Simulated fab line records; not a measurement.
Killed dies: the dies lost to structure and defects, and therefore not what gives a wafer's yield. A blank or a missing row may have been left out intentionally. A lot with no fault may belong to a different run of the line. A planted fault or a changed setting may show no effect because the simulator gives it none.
fab line records | flow n5_finfet
record: lots: 9 wafers: 26 last_day: 17
route steps=1938 shown GATE_CUT@492 BEOL_M4@1111
lots untouched by any fault: they come from a run of this same line in which no faults occurred
start_h: hours from the record's first day to the start of the lot's first wafer shown | wait_h: hours from the lot's prior step to this one | " as in the row above | L1.1+2: several wafers, shown together as one row | - value missing, or start not given | * or withheld: withheld | < > ~ a bound
route shown NAME@n: names a module that has steps shown in the file, with the first one's number in the route | usual: average and standard deviation across the fault-free wafers | same: alike in all rows | chamber/n: place in a boat | sites: readings site by site | _std_site: the standard deviation of these | _edge_site: mean of outer sites minus mean of inner sites | radius_mm: for every site, how far away it sits from the centre of the wafer | mask NAME#n: copy n | behind: tool/chamber where the wafer was last shaped | hold: the reason the lot was held/the length of the hold in hours/how it ended | device: which transistor (n, p or np) failed to switch | end of line: at the end of the route, the tests of the same wafers | for a step that has no rows: nothing shown but its recipe | killed: count of dies lost to structure and defects at first sort (not the wafer's yield) | map: a wafer's dies, marking killed ones x, the rest . and places with no die _
set.NAME: the setting as run; set.NAME@STEP: as run at that earlier step | model.NAME: the simulator's own value behind a step, which no gauge read
route steps across a sampled set of lots; one table per step, one row per wafer
services: the hour from which a tool's chamber was out of use, counted from the record's first day as start_h (under 0 if before that day), plus the number of hours and why
== steps ==
step: N5_GATE_CUT_ETCH_36
recipe: chemistry: CF4 target: SiARC target_depth_a: 130 mask_material: CAR-EUV time_s: 21.7 ion_energy_ev: 80 pressure_mtorr: 40 source_w: 545 bias_w: 36 Ar_flow_sccm: 100 cf4_flow_sccm: 100 ends: cleared
usual: drypump_motor_current_A: 5.6/0.6 etch_rf_on_time_s: 21.5/0.34 mfc_ar_sccm: 100.02/0.29 oes_product_au: 0.66/0.069 rf_vpp_V: 184.1/1.5 showerhead_plenum_p_Torr: 2.15/0.089 throttle_valve_pct: 15.57/0.18
columns lot.wafer tool chamber start_h wait_h drypump_motor_current_A etch_rf_on_time_s mfc_ar_sccm oes_product_au rf_hours_counter_h rf_vpp_V showerhead_plenum_p_Torr throttle_valve_pct
L772.3 rie_diel-01 0 92.36 0.0 6.0 21.6 100.06 0.60 222 184.2 2.20 15.79
L772.4 " 1 " " 5.8 20.9 99.80 0.87 1 184.6 2.27 15.29
L772.5 " 1 " " 5.8 21.1 99.73 0.87 - 185.5 2.27 15.28
L774.1 rie_diel-03 0 103.03 0.0 5.4 21.6 99.83 0.62 204 185.4 2.21 15.55
L774.3 " 2 " " 5.2 21.5 99.62 0.67 126 185.0 2.23 15.47
L774.5 " 0 " " 5.4 21.5 100.12 0.62 - 185.3 2.21 15.57
L778.1 rie_diel-03 1 124.81 0.0 5.4 21.6 99.80 0.64 160 185.3 2.22 15.46
L778.3 " 2 " " 5.1 21.9 100.02 0.65 135 185.8 2.22 15.47
L787.1 rie_diel-05 1 178.53 0.0 6.0 22.2 99.88 0.57 249 182.7 2.10 15.90
L787.3 " 0 " " 4.7 21.2 99.47 0.75 37 184.4 2.10 15.39
L787.6 " 0 " " 4.7 21.2 100.11 0.76 - 182.3 2.09 15.38
L789.1 rie_diel-03 3 192.45 0.0 5.2 21.8 99.78 0.66 127 181.1 1.99 15.49
L789.4 " 2 " " 5.2 21.8 99.81 0.63 154 184.0 2.22 15.52
L789.6 " 2 " " 5.2 21.6 99.67 0.64 - 185.1 2.22 15.53
L790.1 rie_diel-03 0 196.54 0.0 5.4 21.9 100.19 0.60 232 184.3 2.20 15.61
L790.4 " 2 " " 5.1 22.1 99.90 0.64 155 185.7 2.22 15.51
L790.5 " 3 " " 5.2 21.8 99.88 0.67 - 181.8 1.99 15.47
L791.2 rie_diel-03 0 209.80 0.0 5.4 21.8 100.32 0.60 236 185.5 2.20 15.61
L791.3 " 3 " " 5.2 21.9 100.59 0.65 132 180.9 1.99 15.48
L791.4 " 2 " " 5.1 21.9 100.37 0.63 159 186.5 2.22 15.53
L792.1 rie_diel-03 2 215.16 0.0 5.2 21.8 99.99 0.63 161 184.8 2.21 15.55
L792.3 " 0 " " 5.4 21.8 99.81 0.60 238 184.2 2.20 15.61
L792.4 " 3 " " 5.2 21.7 99.47 0.65 134 182.5 1.99 15.52
L794.1 rie_diel-01 1 222.76 0.0 5.8 21.5 100.46 0.76 46 186.6 2.26 15.39
L794.4 " 1 " " 5.8 21.2 99.84 0.76 - 186.5 2.26 15.38
L794.5 " 3 " " 4.9 21.1 100.09 0.80 - 185.0 2.20 15.22
step: N5_GATE_CUT_STRIP_42
recipe: chemistry: O2 power_w: 400 temp_c: 40 pressure_mtorr: 30 rf_frequency_hz: 6e+07 bias_power_w: 0 overash_fraction: 0.3 o2_flow_sccm: 225
usual: drypump_motor_current_A: 5.6/0.59 oes_product_au: 0.77/0.08 rf_vpp_V: 3.6/0.47 showerhead_plenum_p_Torr: 2.10/0.097 throttle_valve_pct: 16.63/0.19
columns lot.wafer tool chamber start_h wait_h drypump_motor_current_A oes_product_au rf_hours_counter_h rf_vpp_V showerhead_plenum_p_Torr throttle_valve_pct
L772.3 rie_diel-01 0 92.55 0.0 6.0 0.70 222 2.8 2.17 16.89
L772.4 " 1 " " 5.8 1.01 1 3.7 2.24 16.37
L772.5 " 1 " " 5.8 1.02 - 3.2 2.24 16.37
L774.1 rie_diel-03 0 103.22 0.0 5.3 0.72 204 3.2 2.18 16.64
L774.3 " 2 " " 5.1 0.77 126 4.2 2.20 16.57
L774.5 " 0 " " 5.4 0.72 - 3.3 2.18 16.65
L778.1 rie_diel-03 1 125.00 0.0 5.4 0.76 160 4.0 2.18 16.55
L778.3 " 2 " " 5.1 0.76 135 3.5 2.19 16.58
L787.1 rie_diel-05 1 178.72 0.0 6.0 0.67 250 4.5 2.06 16.99
L787.3 " 0 " " 4.7 0.88 37 4.4 2.04 16.38
L787.6 " 0 " " 4.7 0.87 - 3.4 2.04 16.40
L789.1 rie_diel-03 3 192.64 0.0 5.2 0.76 127 4.1 1.93 16.47
L789.4 " 2 " " 5.1 0.74 154 3.6 2.19 16.64
L789.6 " 2 " " 5.1 0.74 - 3.2 2.19 16.64
L790.1 rie_diel-03 0 196.73 0.0 5.4 0.71 232 3.0 2.17 16.70
L790.4 " 2 " " 5.1 0.74 155 2.9 2.19 16.65
L790.5 " 3 " " 5.2 0.77 - 3.4 1.93 16.48
L791.2 rie_diel-03 0 209.99 0.0 5.4 0.71 236 4.0 2.16 16.70
L791.3 " 3 " " 5.2 0.76 132 3.8 1.93 16.47
L791.4 " 2 " " 5.1 0.74 159 4.5 2.19 16.64
L792.1 rie_diel-03 2 215.35 0.0 5.2 0.75 161 3.3 2.19 16.65
L792.3 " 0 " " 5.4 0.69 238 3.2 2.16 16.72
L792.4 " 3 " " 5.2 0.76 134 3.0 1.93 16.48
L794.1 rie_diel-01 1 222.95 0.0 5.8 0.88 46 2.9 2.22 16.46
L794.4 " 1 " " 5.8 0.90 - 3.7 2.22 16.47
L794.5 " 3 " " 4.9 0.95 - 3.0 2.14 16.24
step: N5_GATE_CUT_ETCH_19
recipe: chemistry: CH3F/O2 target: SiNx mask_material: SiO2 target_depth_a: 537 time_s: 76.7 pressure_mtorr: 30 source_w: 395 bias_w: 73 Ar_flow_sccm: 150 CH3F_flow_sccm: 30 O2_flow_sccm: 20 ion_energy_ev: 120 ends: cleared
usual: drypump_motor_current_A: 5.6/0.59 etch_rf_on_time_s: 76.7/0.95 mfc_ar_sccm: 150.0/0.45 oes_product_au: 0.66/0.069 rf_vpp_V: 296.5/2.6 showerhead_plenum_p_Torr: 2.00/0.089 throttle_valve_pct: 16.31/0.18
columns lot.wafer tool chamber start_h wait_h drypump_motor_current_A etch_rf_on_time_s mfc_ar_sccm oes_product_au rf_hours_counter_h rf_vpp_V showerhead_plenum_p_Torr throttle_valve_pct
L772.3 rie_diel-01 0 92.59 0.0 6.0 76.3 150.1 0.60 222 297.9 2.06 16.53
L772.4 " 1 " " 5.8 75.2 149.7 0.87 1 298.9 2.14 16.06
L772.5 " 1 " " 5.8 74.6 149.8 0.87 - 298.4 2.13 16.06
L774.1 rie_diel-03 0 103.26 0.0 5.4 77.7 150.6 0.62 204 300.2 2.06 16.26
L774.3 " 2 " " 5.2 77.3 149.8 0.65 126 296.4 2.09 16.21
L774.5 " 0 " " 5.4 77.6 150.7 0.61 - 301.3 2.06 16.25
L778.1 rie_diel-03 1 125.04 0.0 5.4 76.4 150.6 0.64 160 298.3 2.08 16.24
L778.3 " 2 " " 5.2 55.3 149.3 0.79 135 296.2 2.08 16.23
L787.1 rie_diel-05 1 178.76 0.0 6.0 77.1 150.3 0.58 250 300.7 1.96 16.62
L787.3 " 0 " " 4.7 75.6 149.4 0.75 37 294.3 1.96 16.13
L787.6 " 0 " " 4.7 75.3 150.6 0.75 - 294.0 1.96 16.14
L789.1 rie_diel-03 3 192.68 0.0 5.2 77.2 149.9 0.65 127 296.0 1.84 16.16
L789.4 " 2 " " 5.1 77.3 150.4 0.64 154 294.9 2.08 16.25
L789.6 " 2 " " 5.1 77.6 150.3 0.64 - 296.2 2.08 16.25
L790.1 rie_diel-03 0 196.77 0.0 5.4 77.5 150.2 0.60 232 299.7 2.05 16.30
L790.4 " 2 " " 5.1 77.7 150.5 0.64 155 295.5 2.08 16.26
L790.5 " 3 " " 5.3 76.4 150.3 0.66 - 294.8 1.84 16.15
L791.2 rie_diel-03 0 210.03 0.0 5.4 77.4 149.9 0.59 236 299.9 2.05 16.33
L791.3 " 3 " " 5.2 77.4 149.9 0.65 132 295.7 1.84 16.17
L791.4 " 2 " " 5.1 77.6 150.5 0.63 159 294.7 2.07 16.26
L792.1 rie_diel-03 2 215.39 0.0 5.1 77.5 150.5 0.63 161 296.4 2.07 16.27
L792.3 " 0 " " 5.3 76.8 149.9 0.59 238 299.7 2.05 16.32
L792.4 " 3 " " 5.2 76.6 149.8 0.65 134 296.7 1.84 16.17
L794.1 rie_diel-01 1 222.99 0.0 5.8 75.7 149.8 0.76 46 298.5 2.12 16.12
L794.4 " 1 " " 5.8 75.8 149.3 0.76 - 296.2 2.12 16.14
L794.5 " 3 " " 4.9 74.4 149.8 0.81 - 296.4 2.06 15.99
step: N5_GATE_CUT_VAPOR_ETCH_51
recipe: chemistry: BCl3/Cl2 target: HfO2 mode: isotropic
usual: drypump_motor_current_A: 5.9/0.42 he_backside_leak_sccm: 3.37/0.27 oes_product_au: 0.77/0.11
columns lot.wafer tool chamber start_h wait_h drypump_motor_current_A he_backside_leak_sccm oes_product_au
L772.3 rie_metal-02 0 93.20 0.1 6.2 3.09 0.86
L772.4 " 0 " " 6.2 3.26 0.86
L772.5 " 0 " " 6.2 3.10 0.86
L774.1 rie_metal-02 1 103.60 0.0 6.0 3.41 0.85
L774.3 " 0 " " 6.2 3.08 0.86
L774.5 " 1 " " 6.0 3.51 0.84
L778.1 rie_metal-02 1 125.39 0.0 6.0 3.20 0.84
L778.3 " 1 " " 6.0 3.56 0.83
L787.1 rie_metal-03 1 179.11 0.0 6.0 3.17 0.72
L787.3 " 0 " " 5.1 3.68 0.90
L787.6 " 1 " " 5.9 3.12 0.71
L789.1 rie_metal-01 0 193.27 0.1 6.2 3.50 0.72
L789.4 " 0 " " 6.2 3.42 0.73
L789.6 " 0 " " 6.2 3.29 0.73
L790.1 rie_metal-03 0 197.12 0.0 5.1 3.63 0.89
L790.4 " 0 " " 5.1 3.63 0.89
L790.5 " 0 " " 5.1 3.68 0.89
L791.2 rie_metal-01 1 210.38 0.0 5.4 3.05 0.97
L791.3 " 0 " " 6.2 3.44 0.72
L791.4 " 1 " " 5.3 3.17 0.98
L792.1 rie_metal-03 0 215.74 0.0 5.1 3.53 0.88
L792.3 " 1 " " 6.0 3.19 0.71
L792.4 " 0 " " 5.1 3.68 0.90
L794.1 rie_metal-01 1 223.34 0.0 5.3 3.39 0.96
L794.4 " 0 " " 6.2 3.37 0.71
L794.5 " 0 " " 6.2 3.42 0.72
step: N5_BEOL_M4_RC_MEAS_101
usual: DIBL_N: 36.3/1 DIBL_P: 36.2/1.4 IOFF_N: 0.157/0.021 IOFF_P: 0.206/0.025 ION_N: 673/9 ION_P: 461/6.4 SS_N: 71.5/0.5 SS_P: 73.2/0.47 VT_N: 249.9/2.4 VT_P: -250.6/2.9
columns lot.wafer tool chamber start_h wait_h DIBL_N[mV/V] DIBL_P[mV/V] IOFF_N[nA/um] IOFF_P[nA/um] ION_N[uA/um] ION_P[uA/um] SS_N[mV/dec] SS_P[mV/dec] VT_N[mV] VT_P[mV]
L774.1 prober-02 0 173.09 0.0 36.7 35.9 0.175 0.204 683 460 71.6 73.8 249.0 -251.3
L774.3 " 0 " " 34.9 34.3 0.153 0.182 679 466 71.4 73.2 250.8 -252.4
L774.5 " 0 " " 36.6 36.5 0.190 0.208 689 462 71.7 74.1 248.7 -253.0
L772.3 prober-01 0 173.55 0.3 35.3 34.4 0.136 0.177 671 462 70.8 73.1 250.8 -251.1
L772.4 " 0 " " 37.3 37.2 0.170 0.217 682 467 71.2 74.0 248.2 -250.9
L772.5 " 0 " " 34.9 34.2 0.129 0.175 668 461 70.1 73.2 250.4 -252.8
L778.1 prober-01 0 205.76 0.0 37.1 38.0 0.200 0.260 676 464 72.4 74.0 247.1 -247.2
L778.3 " 0 " " 35.2 36.4 0.175 0.233 681 466 71.3 73.0 248.7 -247.1
L787.1 prober-01 0 255.63 0.0 36.5 35.7 0.142 0.199 665 454 71.3 73.1 250.0 -250.1
L787.3 " 0 " " 38.0 37.5 0.169 0.228 666 463 71.4 73.5 249.7 -248.1
L787.6 " 0 " " 36.4 35.4 0.138 0.196 658 456 71.1 73.1 250.6 -253.0
L789.1 prober-01 0 271.10 0.0 37.3 38.0 0.173 0.249 690 471 72.1 73.8 249.4 -244.6
L789.4 " 0 " " 37.6 38.4 0.181 0.255 685 480 72.4 73.7 245.4 -244.6
L789.6 " 0 " " 36.7 36.6 0.157 0.226 674 466 72.5 72.7 247.9 -248.5
L790.1 prober-02 0 281.11 0.0 37.5 35.7 0.148 0.179 665 448 71.8 73.4 251.7 -255.2
L790.4 " 0 " " 35.4 34.3 0.120 0.157 667 455 70.2 72.9 252.6 -255.0
L790.5 " 0 " " 35.9 34.6 0.132 0.162 660 455 72.1 72.3 252.5 -255.7
L791.2 prober-01 0 287.29 0.8 35.8 36.5 0.162 0.227 680 469 71.4 74.0 245.4 -247.4
L791.3 " 0 " " 34.6 35.0 0.136 0.198 670 467 71.5 72.7 251.9 -251.0
L791.4 " 0 " " 35.3 35.7 0.152 0.210 677 468 71.4 73.7 251.6 -245.4
L792.1 prober-01 0 289.16 0.0 35.8 34.6 0.141 0.206 679 470 71.0 73.2 250.3 -247.9
L792.3 " 0 " " 36.5 34.8 0.147 0.210 665 463 71.5 72.5 248.9 -246.2
L792.4 " 0 " " 35.6 34.3 0.142 0.208 681 472 71.0 72.6 250.8 -247.9
L794.1 prober-02 0 306.57 0.0 36.6 39.0 0.183 0.210 688 469 71.7 73.4 246.7 -247.7
L794.4 " 0 " " 37.6 40.5 0.208 0.230 697 462 71.7 73.7 247.3 -248.8
L794.5 " 0 " " 36.7 38.5 0.187 0.207 686 462 72.0 73.4 246.2 -249.5
== services ==
columns tool chamber start_h hours kind
rie_diel-05 - 76.88 0.9 repair
rie_metal-03 0 85.08 - clean
rie_metal-03 0 85.08 19.3 scheduled_down
rie_metal-03 0 85.08 19.3 vent_cycle
rie_metal-02 1 90.75 5.9 repair
rie_diel-03 1 95.95 26.3 repair
rie_diel-05 2 110.34 6.6 repair
rie_metal-03 0 119.15 5.4 repair
rie_diel-05 - 125.78 2.8 pm
rie_diel-01 3 132.83 3.4 repair
rie_diel-03 - 137.82 2.8 pm
rie_diel-01 0 171.33 5.5 repair
rie_metal-01 - 175.05 14.6 pm
rie_diel-01 3 177.07 - clean
rie_diel-01 3 177.07 - consumable_replace:focus_ring
rie_diel-01 3 177.07 20.5 scheduled_down
rie_diel-01 3 177.07 20.5 vent_cycle
rie_diel-05 1 180.70 - clean
rie_diel-05 1 180.70 - consumable_replace:focus_ring
rie_diel-01 0 197.61 - clean
rie_diel-01 0 197.61 - consumable_replace:focus_ring
rie_diel-01 0 197.61 26.5 scheduled_down
rie_diel-01 0 197.61 26.5 vent_cycle
rie_diel-01 - 202.49 2.8 pm
== key ==
first_sign: step: N5_GATE_CUT_ETCH_19 reading: etch_rf_on_time_s direction: down sigmas: 23 usual: * struck: *
effect none on later readings
met_at N5_GATE_CUT_ETCH_19
struck_lots L778
struck_wafers L778.3
not_acting_at N5_GATE_CUT_ETCH_36,N5_GATE_CUT_STRIP_42,N5_GATE_CUT_VAPOR_ETCH_51
onset_between 103.26 125.04
fault: kind: process_parameter_drift tool: rie_diel-03 chamber: - onset_h: 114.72 steps: N5_GATE_CUT_ETCH_19 channel: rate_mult offset: 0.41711 shape: step end_h: 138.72 scope: struck_wafers_only
